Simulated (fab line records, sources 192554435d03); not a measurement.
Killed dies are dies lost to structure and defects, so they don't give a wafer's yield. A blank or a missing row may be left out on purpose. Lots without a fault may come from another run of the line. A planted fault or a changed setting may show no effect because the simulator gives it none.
Chamber matching | flow n5_finfet | N5_BEOL_M4_ETCH_64 on rie_diel-04: 4 sister chambers
The step etches SOC in N2/H2, target depth 75 nm, overetch 22.5 nm, time 121.9 s. 4 wafers are shown with their chamber, then 11 later ones without.

WAFERS WITH THEIR CHAMBER
wafer  | chamber | throttle_valve_pct (%)
L079.5 | 1       | 17.52
L082.4 | 2       | 17.82
L084.6 | 0       | 18.14
L085.1 | 3       | 17.15

WAFERS WITHOUT THEIR CHAMBER
wafer  | throttle_valve_pct (%)
L085.3 | 17.84
L085.5 | 17.82
L088.1 | 17.54
L088.4 | 18.14
L088.5 | 17.56
L092.1 | 17.55
L092.2 | 17.83
L092.5 | 17.85
L094.2 | 18.16
L094.3 | 17.84
L094.6 | 18.15

WHICH CHAMBER EACH WENT THROUGH
wafer  | from the rows above | in truth
L085.3 | 2                   | 2
L085.5 | 2                   | 2
L088.1 | 1                   | 1
L088.4 | 0                   | 0
L088.5 | 1                   | 1
L092.1 | 1                   | 1
L092.2 | 2                   | 2
L092.5 | 2                   | 2
L094.2 | 0                   | 0
L094.3 | 2                   | 2
L094.6 | 0                   | 0
Placed correctly: 11 of 11. Can't be placed from these rows: 0. Placed wrongly: 0.
How it was worked out, from the rows above alone: a wafer's distance from a chamber is the root of the sum, over the readings, of the square of ((its reading less the chamber's mean) divided by the reading's scatter). The wafer belongs to the nearest chamber; if the next one is less than 2 further off, it can't be placed. A chamber's mean is the mean of its shown wafers. The scatter: with one shown wafer a chamber, the root of the mean of the squares of how far each hidden wafer lies from its nearest shown one.
